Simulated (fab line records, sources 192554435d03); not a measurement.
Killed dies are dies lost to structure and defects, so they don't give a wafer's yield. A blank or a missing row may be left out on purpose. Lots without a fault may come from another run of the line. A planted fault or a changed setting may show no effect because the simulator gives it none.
Split-lot experiment | flow n5_finfet | 7 lots, 21 wafers read, on a route of 1938 steps

THE SPLIT
At N5_BEOL_M0_CUTY_COAT_51 (resist thk 150 nm), the setting spin_rpm was moved away from the recipe's 1500 rpm on 7 of the 21 wafers read, by -10.8% to +10.1%. The other wafers ran this setting at the recipe's value.

FROM THE SPLIT TO THE READING: what the file shows between them, 3 steps
- N5_BEOL_M0_CUTY_EBR_52
- N5_BEOL_M0_CUTY_SOFTBAKE_53: time 60 s
- N5_BEOL_M0_CUTY_DESCUM_61: chemistry O2, time 7.9 s

THE READING
CAR-ArF-block_of_BEOL_M0_CUTY_COAT_51.thk_nm (the simulator's own value, which no gauge read), in nm, at N5_BEOL_M0_CUTY_ETCH_62 (etches SiARC in CF4, time 58.5 s). The file gives no usual value for it. The 14 wafers here that ran the recipe average 118.6 nm, standard deviation 0.49 nm.

wafer  | tool, chamber at the split | spin_rpm as run, rpm | against the recipe | CAR-ArF-block_of_BEOL_M0_CUTY_COAT_51.thk_nm, nm | against lot-mates on the recipe
L083.2 | litho_track-04, 0          | 1500                 | recipe             | 119                                              | -
L083.4 | litho_track-04, 0          | 1500                 | recipe             | 119                                              | -
L083.3 | litho_track-04, 0          | 1500                 | recipe             | 119.2                                            | -
L086.2 | litho_track-03, 0          | 1500                 | recipe             | 118.2                                            | -
L086.3 | litho_track-03, 0          | 1500                 | recipe             | 118.4                                            | -
L086.6 | litho_track-03, 0          | 1500                 | recipe             | 118.4                                            | -
L088.2 | litho_track-04, 0          | 1616                 | +7.7%              | 112.8                                            | -5.2
L088.6 | litho_track-04, 0          | 1616                 | +7.7%              | 112.8                                            | -5.2
L088.3 | litho_track-04, 0          | 1500                 | recipe             | 118                                              | -
L090.4 | litho_track-04, 0          | 1338                 | -10.8%             | 127.6                                            | +8.4
L090.5 | litho_track-04, 0          | 1338                 | -10.8%             | 127.8                                            | +8.6
L090.6 | litho_track-04, 0          | 1500                 | recipe             | 119.2                                            | -
L092.2 | litho_track-02, 0          | 1500                 | recipe             | 118.6                                            | -
L092.3 | litho_track-02, 0          | 1651                 | +10.1%             | 111.8                                            | -6.6
L092.5 | litho_track-02, 0          | 1500                 | recipe             | 118.2                                            | -
L094.1 | litho_track-03, 0          | 1500                 | recipe             | 117.8                                            | -
L094.2 | litho_track-03, 0          | 1500                 | recipe             | 118                                              | -
L094.3 | litho_track-03, 0          | 1610                 | +7.3%              | 112.4                                            | -5.5
L096.3 | litho_track-03, 0          | 1571                 | +4.7%              | 115.6                                            | -3.5
L096.4 | litho_track-03, 0          | 1500                 | recipe             | 119.2                                            | -
L096.5 | litho_track-03, 0          | 1500                 | recipe             | 119                                              | -

THE FIT
A straight line over all 21 wafers: CAR-ArF-block_of_BEOL_M0_CUTY_COAT_51.thk_nm changes by -0.786 nm for each +1% of spin_rpm; r = -0.99; the points scatter about the line by 0.55 nm.
The same after taking each lot's own level away (the mean of its wafers on the recipe; 21 wafers): -0.734 nm for each +1%; r = -1.00; scatter 0.29 nm.
On that fit, the largest move of spin_rpm shifts the reading by 7.9 nm.
The lots' own levels span 117.90 to 119.20 nm, that is 2.7 times the standard deviation above.
So the lot-to-lot level changes the slope little: the two slopes agree.
Check: with one of the wafers moved furthest among these (-10.8%) left out of the fit, the line predicts +7.91 nm for it against its lot-mates. It came out at +8.4 nm against them.

OTHER SPLITS ON THESE WAFERS
These wafers also went through other splits before the reading. Each is held against what the fit with the lots' levels taken away leaves over:
other split on the same wafers              | wafers away from the commonest value | r with CAR-ArF-block_of_BEOL_M0_CUTY_COAT_51.thk_nm (lot level and that fit taken away)
N5_BEOL_M0_SAQP_SPACER2_ALD_26 target_thk_a | 9                                    | -0.47
N5_BEOL_M0_SAQP_ETCH_88 source_w            | 8                                    | +0.32

THE WHOLE CHAIN: every reading that the file lists as answering this split, in the file's order
step                    | what it does                     | reading                                                                                       | change (the file's fit)               | r (the file's)
N5_BEOL_M0_CUTY_COAT_51 | resist thk 150 nm                | CAR-ArF-block_of_BEOL_M0_CUTY_COAT_51.thk_nm (the simulator's own value, which no gauge read) | -0.73 nm for each +1% of the setting  | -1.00
N5_BEOL_M0_CUTY_ETCH_62 | etches SiARC in CF4, time 58.5 s | CAR-ArF-block_of_BEOL_M0_CUTY_COAT_51.thk_nm (the simulator's own value, which no gauge read) | -0.721 nm for each +1% of the setting | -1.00

THE FILE'S OWN FIT
CAR-ArF-block_of_BEOL_M0_CUTY_COAT_51.thk_nm changes by -0.721 nm for each +1% of spin_rpm, r = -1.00.
